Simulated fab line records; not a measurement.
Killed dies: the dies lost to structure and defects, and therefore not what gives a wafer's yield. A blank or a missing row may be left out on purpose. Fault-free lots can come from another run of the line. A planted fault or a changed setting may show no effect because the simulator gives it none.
Chamber matching + flow nand_harc + NHARC_A_M1_ETCH_28 on rie_diel-12 has 4 sister chambers
The step etches the open film in CF4/N2, target depth 30 nm, time 72.99 s. 7 wafers are shown with their chamber, then 7 later ones without.

## EACH WAFER AND ITS CHAMBER
| wafer  | chamber | drypump_motor_current_A (A) | rf_vpp_V (V) |
|--------|---------|-----------------------------|--------------|
| L960.5 | 0       | 6.7                         | 311.4        |
| L962.3 | 1       | 5.1                         | 311.4        |
| L962.5 | 1       | 5.1                         | 312.1        |
| L965.4 | 3       | 5.3                         | 316.7        |
| L965.5 | 2       | 5.9                         | 314.4        |
| L970.1 | 2       | 5.8                         | 314.9        |
| L970.3 | 3       | 5.3                         | 315.8        |

## WAFERS WITH NO CHAMBER GIVEN
| wafer  | drypump_motor_current_A (A) | rf_vpp_V (V) |
|--------|-----------------------------|--------------|
| L970.5 | 5.3                         | 314.8        |
| L980.2 | 5.1                         | 311.4        |
| L980.3 | 5.8                         | 315.0        |
| L980.5 | 5.1                         | 312.8        |
| L979.3 | 5.9                         | 315.4        |
| L979.4 | 5.3                         | 314.9        |
| L979.5 | 5.8                         | 316.0        |

## WHICH CHAMBER EACH ONE RAN IN
| wafer  | from the rows above | in truth |
|--------|---------------------|----------|
| L970.5 | 3                   | 3        |
| L980.2 | 1                   | 1        |
| L980.3 | 2                   | 2        |
| L980.5 | 1                   | 1        |
| L979.3 | 2                   | 2        |
| L979.4 | 3                   | 3        |
| L979.5 | 2                   | 2        |
Correct placement for 7 of the 7. Left unplaced by these rows: 0. 0 placed wrongly.
How it was worked out, from the rows above alone: a wafer's distance from a chamber is the root of the sum, over the readings, of the square of ((its reading less the chamber's mean) divided by the reading's scatter). The wafer belongs to the nearest chamber; if the next one is less than 2 further off, it can't be placed. The mean given for a chamber averages the wafers shown for that chamber. How the scatter is found: for the shown wafers, subtract from each reading the mean of its chamber, square and add these, divide the total by (wafers less chambers), then take the root.
